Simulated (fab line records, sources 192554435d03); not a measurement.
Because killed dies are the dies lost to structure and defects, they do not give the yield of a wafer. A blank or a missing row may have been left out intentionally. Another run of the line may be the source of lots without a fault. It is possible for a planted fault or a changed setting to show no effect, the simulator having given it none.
Chamber matching | flow n5Finfet | 4 sister chambers for N5_BEOL_M0_SAQP_ETCH_106 on rieDiel-03
The step etches SOC in N2/H2, stops on SiNx, target depth 150 nm. 8 wafers are shown with their chamber, then 8 later ones without.

WAFERS WITH THEIR CHAMBER
wafer  | chamber | showerheadPlenumPTorr (Torr) | drypumpMotorCurrentA (A)
L079.6 | 3       | 2.62                         | 6.5
L080.4 | 0       | 2.55                         | 5.3
L081.3 | 3       | 2.62                         | 6.4
L081.5 | 2       | 2.51                         | 6.6
L083.4 | 2       | 2.51                         | 6.6
L083.5 | 1       | 2.50                         | 5.9
L083.6 | 0       | 2.55                         | 5.2
L092.1 | 1       | 2.49                         | 5.8

WAFERS WITHOUT THEIR CHAMBER
wafer  | showerheadPlenumPTorr (Torr) | drypumpMotorCurrentA (A)
L092.3 | 2.61                         | 6.4
L092.4 | 2.50                         | 6.5
L093.1 | 2.50                         | 6.6
L093.5 | 2.49                         | 5.9
L093.6 | 2.54                         | 5.3
L094.2 | 2.54                         | 5.2
L094.3 | 2.49                         | 5.9
L094.5 | 2.49                         | 5.9

EACH ONE'S CHAMBER
wafer  | from the rows above | in truth
L092.3 | 3                   | 3
L092.4 | 2                   | 2
L093.1 | 2                   | 2
L093.5 | 1                   | 1
L093.6 | 0                   | 0
L094.2 | 0                   | 0
L094.3 | 1                   | 1
L094.5 | 1                   | 1
Placed correctly: 8 of 8. Can't be placed from these rows: 0. 0 placed wrongly.
How it was worked out, from the rows above alone: a wafer's distance from a chamber is the root of the sum, over the readings, of the square of ((its reading less the chamber's mean) divided by the reading's scatter). If the next closest chamber is less than 2 further off than the closest, the wafer can't be placed; otherwise it belongs to the closest. Each chamber's mean is taken over the wafers shown for it. The scatter: take each reading less its chamber's mean, square it, sum over the shown wafers, divide by the number of wafers less the number of chambers, and take the root.
